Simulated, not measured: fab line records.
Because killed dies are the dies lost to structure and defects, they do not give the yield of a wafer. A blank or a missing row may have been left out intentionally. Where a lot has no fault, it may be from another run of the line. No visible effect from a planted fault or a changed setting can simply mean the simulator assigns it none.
Which tool did it? | flow nand-harc | 11 lots, 33 wafers sampled, at 5 steps of a route of 1302

WHAT THE GAUGES READ, wafer by wafer
NHARC_END_SORT_01.
lot  | measured     | on        | killed-at-array
L468 | day 30 12:15 | prober-02 | 671 671 672
L467 | day 30 13:50 | prober-01 | 673 675 675
L470 | day 31 22:51 | prober-02 | 670 669 673

WHAT TOOL EACH LOT RAN ON (gives the tool, then ch and the chambers of the sampled wafers, and finally the start)
lot  | NHARC_A_CONTACT_DESCUM_47          | NHARC_A_CONTACT_ETCH_49                       | NHARC_A_CONTACT_ETCH_121             | NHARC_A_CONTACT_ETCH_90
L454 | rie-diel-04 ch 0,2,3, day 22 04:13 | rie-diel-04 ch 0,1,2, day 22 07:48 or earlier | har-cap-etch-02 ch 0,1, day 22 07:48 | rie-diel-04 ch 0,1,2, day 22 09:08
L456 | rie-diel-13 ch 0,1,2, day 22 09:00 | rie-diel-13 ch 2,3, day 22 12:40 or earlier   | har-cap-etch-01 ch 0,1, day 22 12:40 | rie-diel-12 ch 0,2, day 22 13:59
L463 | rie-diel-04 ch 0,1, day 25 19:32   | rie-diel-04 ch 1,3, day 25 23:06 or earlier   | har-cap-etch-02 ch 0, day 25 23:06   | rie-diel-04 ch 1,2, day 26 00:24
L465 | rie-diel-04 ch 0,3, day 26 17:20   | rie-diel-04 ch 0,2, day 26 20:53 or earlier   | har-cap-etch-02 ch 0,1, day 26 20:53 | rie-diel-13 ch 0,2,3, day 26 22:14
L466 | rie-diel-04 ch 0,2,3, day 26 19:13 | rie-diel-04 ch 0,1,3, day 26 22:47 or earlier | har-cap-etch-03 ch 0,1, day 26 22:47 | rie-diel-04 ch 1,2,3, day 27 00:11
L468 | rie-diel-13 ch 0,1,2, day 27 14:12 | rie-diel-13 ch 1,2,3, day 27 18:12 or earlier | har-cap-etch-01 ch 0,1, day 27 18:12 | rie-diel-04 ch 1,2,3, day 27 19:46
L467 | rie-diel-12 ch 0,1,2, day 27 16:58 | rie-diel-12 ch 1,2, day 27 20:34 or earlier   | har-cap-etch-03 ch 0,1, day 27 20:34 | rie-diel-04 ch 0,1, day 27 21:49
L470 | rie-diel-04 ch 0,2,3, day 28 17:32 | rie-diel-04 ch 0,2,3, day 28 21:05 or earlier | har-cap-etch-01 ch 0,1, day 28 21:05 | rie-diel-04 ch 0,1,2, day 28 22:24
L474 | rie-diel-04 ch 2,3, day 29 14:14   | rie-diel-04 ch 0,2, day 29 18:14 or earlier   | har-cap-etch-02 ch 0,1, day 29 18:14 | rie-diel-04 ch 0,2,3, day 29 19:34
L475 | rie-diel-04 ch 0,2,3, day 30 05:58 | rie-diel-04 ch 0,3, day 30 10:00 or earlier   | har-cap-etch-02 ch 0,1, day 30 10:00 | rie-diel-13 ch 2,3, day 30 11:19
L476 | rie-diel-04 ch 1,2,3, day 30 23:49 | rie-diel-04 ch 0,1,2, day 31 03:21 or earlier | har-cap-etch-03 ch 0,1, day 31 03:21 | rie-diel-12 ch 0,2,3, day 31 04:42
- NHARC_A_CONTACT_DESCUM_47: chemistry O2, time 3 s.
- NHARC_A_CONTACT_ETCH_49: etches the open film in N2/H2, target depth 260 nm, time 475.3 s.
- NHARC_A_CONTACT_ETCH_121: etches the open film in C4F8/O2/Ar, time 190 s, target depth 1850 nm.
- NHARC_A_CONTACT_ETCH_90: etches the open film in CH3F/O2, target depth 40 nm, time 85.7 s.

THE ANSWER, worked out from the rows above alone
Rule: what is usual is taken from the lots themselves. The widest of any qualifying gaps counts: lots, ordered by their means at a reading, are off when they make up no more than a third of the lots, leave a main group of 4 or more, and stand apart from it by 3 or more times the standard deviation of that group's means. The tables above print the reading to a certain number of digits; a main group whose means all agree to those digits is not used. Also off: a lot with no number at a reading for which 4 or more lots have one. Where the step has rows for the other lots, those lots are counted as sound.
None of the lots is off at any reading shown; this tells nothing.

WHAT HAD BEEN PUT IN BY THE SIMULATOR
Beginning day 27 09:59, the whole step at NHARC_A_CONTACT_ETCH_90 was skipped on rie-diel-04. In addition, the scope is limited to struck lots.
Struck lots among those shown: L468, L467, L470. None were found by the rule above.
